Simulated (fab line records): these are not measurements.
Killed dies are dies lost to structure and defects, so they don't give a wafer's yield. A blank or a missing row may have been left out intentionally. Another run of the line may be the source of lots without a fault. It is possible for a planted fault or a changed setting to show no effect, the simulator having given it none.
Shared-tool check + flow nand-harc + 13 lots and 39 wafers in the sample

REASON FOR OPENING
Flagged at NHARC_A_ONON_D2_THK_MEAS_14: reading thk-nm, on 2 of 13 lots. Fault-free wafers read 1001 nm, with a standard deviation of 11.
Rule: a lot is flagged in two cases, either no wafer of it has a number, or all its wafers with numbers fall more than 4 standard deviations from that mean. As for the other lots, they are considered sound.

| lot  | measured     | on            | thk-nm (nm), wafer by wafer | flag    |
|------|--------------|---------------|-----------------------------|---------|
| L983 | day 12 18:22 | film-metro-02 | 1003 1004 1001              |         |
| L985 | day 13 12:14 | film-metro-01 | 1012 1013 1012              |         |
| L992 | day 15 20:53 | film-metro-01 | 619 619 620                 | FLAGGED |
| L993 | day 16 14:37 | film-metro-01 | 620 619 620                 | FLAGGED |
| L994 | day 17 12:52 | film-metro-02 | 994 993 995                 |         |
| L996 | day 18 01:13 | film-metro-01 | 1002 1003 1004              |         |
| L997 | day 18 18:46 | film-metro-01 | 985 985 985                 |         |
| L100 | day 19 05:22 | film-metro-02 | 1013 1012 1012              |         |
| L999 | day 19 05:23 | film-metro-01 | 996 995 995                 |         |
| L102 | day 20 03:32 | film-metro-01 | 989 989 987                 |         |
| L105 | day 21 12:46 | film-metro-01 | 1013 1015 1014              |         |
| L104 | day 21 12:57 | film-metro-01 | 989 989 991                 |         |
| L106 | day 22 12:07 | film-metro-01 | 1003 1001 1000              |         |
The numbers of the flagged lots are 620 nm on average: -382 nm against the usual, or -35 standard deviations.

LOT BY LOT: THE TOOL USED
The record holds 3 process steps before the reading, out of a route of 1302 steps. Cell contents, in order: the tool; ch with the chambers the sampled wafers went through; the start.
| lot  | flag    | NHARC_A_CHANNEL_FILL_D1_ALD_03                 | NHARC_A_DECK1_JOINT_CMP_13    | NHARC_A_ONON_D2_DEP_12           |
|------|---------|------------------------------------------------|-------------------------------|----------------------------------|
| L983 |         | ald-sin-batch-02 ch 0, day 11 14:53 or earlier | cmp-03 ch 0,1,3, day 11 14:53 | pecvd-onon-02 ch 0, day 12 17:52 |
| L985 |         | ald-sin-batch-03 ch 0, day 12 06:46 or earlier | cmp-04 ch 0,1, day 12 06:46   | pecvd-onon-01 ch 0, day 13 11:43 |
| L992 | FLAGGED | ald-sin-batch-01 ch 0, day 14 19:48 or earlier | cmp-03 ch 1,2,3, day 14 19:48 | pecvd-onon-01 ch 0, day 15 20:22 |
| L993 | FLAGGED | ald-sin-batch-03 ch 0, day 15 10:27 or earlier | cmp-02 ch 0,2, day 15 10:27   | pecvd-onon-01 ch 0, day 16 14:10 |
| L994 |         | ald-sin-batch-01 ch 0, day 16 08:52 or earlier | cmp-03 ch 0,1,3, day 16 08:52 | pecvd-onon-02 ch 0, day 17 12:31 |
| L996 |         | ald-sin-batch-02 ch 0, day 16 18:23 or earlier | cmp-04 ch 1,2,3, day 16 18:23 | pecvd-onon-02 ch 0, day 18 00:46 |
| L997 |         | ald-sin-batch-01 ch 0, day 17 13:28 or earlier | cmp-04 ch 1,2,3, day 17 13:28 | pecvd-onon-02 ch 0, day 18 18:22 |
| L100 |         | ald-sin-batch-01 ch 0, day 18 02:49 or earlier | cmp-02 ch 0,1,2, day 18 02:49 | pecvd-onon-02 ch 0, day 19 04:51 |
| L999 |         | ald-sin-batch-01 ch 0, day 18 02:50 or earlier | cmp-03 ch 1,2,3, day 18 02:50 | pecvd-onon-01 ch 0, day 19 04:56 |
| L102 |         | ald-sin-batch-03 ch 0, day 19 01:08 or earlier | cmp-02 ch 1,2,3, day 19 01:08 | pecvd-onon-02 ch 0, day 20 03:05 |
| L105 |         | ald-sin-batch-03 ch 0, day 20 10:21 or earlier | cmp-02 ch 0,1,3, day 20 10:21 | pecvd-onon-02 ch 0, day 21 12:16 |
| L104 |         | ald-sin-batch-03 ch 0, day 20 10:21 or earlier | cmp-03 ch 0,2, day 20 10:21   | pecvd-onon-01 ch 0, day 21 12:30 |
| L106 |         | ald-sin-batch-03 ch 0, day 21 01:50 or earlier | cmp-03 ch 0,3, day 21 01:50   | pecvd-onon-02 ch 0, day 22 11:36 |
These steps, and what they do:
- NHARC_A_CHANNEL_FILL_D1_ALD_03: deposits SiNx, target thk 6 nm, pulse time 60 s, ald cycles 58.
- NHARC_A_DECK1_JOINT_CMP_13: polishes, target thk 51.023 nm.
- NHARC_A_ONON_D2_DEP_12: target thk 1000 nm.
- NHARC_A_ONON_D2_THK_MEAS_14: measures by ellipsometry.

FLAGGED AGAINST TOTAL, ONE TOOL AT A TIME (gauges that did the reading follow at the end)
| step                           | tool             | lots run | flagged | share of the flagged lots | sound lots run after its first flagged lot |
|--------------------------------|------------------|----------|---------|---------------------------|--------------------------------------------|
| NHARC_A_CHANNEL_FILL_D1_ALD_03 | ald-sin-batch-01 | 5        | 1       | some                      | 4 (L994,L997,L999,L100)                    |
| NHARC_A_CHANNEL_FILL_D1_ALD_03 | ald-sin-batch-02 | 2        | 0       | none                      | -                                          |
| NHARC_A_CHANNEL_FILL_D1_ALD_03 | ald-sin-batch-03 | 6        | 1       | some                      | 4 (L102,L104,L105,L106)                    |
| NHARC_A_DECK1_JOINT_CMP_13     | cmp-02           | 4        | 1       | some                      | 3 (L100,L102,L105)                         |
| NHARC_A_DECK1_JOINT_CMP_13     | cmp-03           | 6        | 1       | some                      | 4 (L994,L999,L104,L106)                    |
| NHARC_A_DECK1_JOINT_CMP_13     | cmp-04           | 3        | 0       | none                      | -                                          |
| NHARC_A_ONON_D2_DEP_12         | pecvd-onon-01    | 5        | 2       | all                       | 2 (L999,L104)                              |
| NHARC_A_ONON_D2_DEP_12         | pecvd-onon-02    | 8        | 0       | none                      | -                                          |
| NHARC_A_ONON_D2_THK_MEAS_14    | film-metro-01    | 10       | 2       | all                       | 7 (L996,L997,L999,L102,L105,L104,L106)     |
| NHARC_A_ONON_D2_THK_MEAS_14    | film-metro-02    | 3        | 0       | none                      | -                                          |
NHARC_A_CHANNEL_FILL_D1_ALD_03: start missing for some lots; hours and lot order therefore follow NHARC_A_DECK1_JOINT_CMP_13.

WHAT IS ALLOWED BY THE TABLE
In 2 table rows, all flagged lots were run: pecvd-onon-01 (NHARC_A_ONON_D2_DEP_12), film-metro-01 (NHARC_A_ONON_D2_THK_MEAS_14).
- pecvd-onon-01 at NHARC_A_ONON_D2_DEP_12: 2 of its 5 lots flagged. Lots that were sound ran on it after the first flagged one (L999, L104); a persistent fault on the entire tool would not allow that.
- film-metro-01 at NHARC_A_ONON_D2_THK_MEAS_14: 2 of its 10 lots flagged. Lots that were sound ran on it after the first flagged one (L996, L997, L999, L102, L105, L104, L106); a persistent fault on the entire tool would not allow that.
No row of the table ran every flagged lot and no sound lot after the first.

WHAT THE SIMULATOR HAD PUT IN
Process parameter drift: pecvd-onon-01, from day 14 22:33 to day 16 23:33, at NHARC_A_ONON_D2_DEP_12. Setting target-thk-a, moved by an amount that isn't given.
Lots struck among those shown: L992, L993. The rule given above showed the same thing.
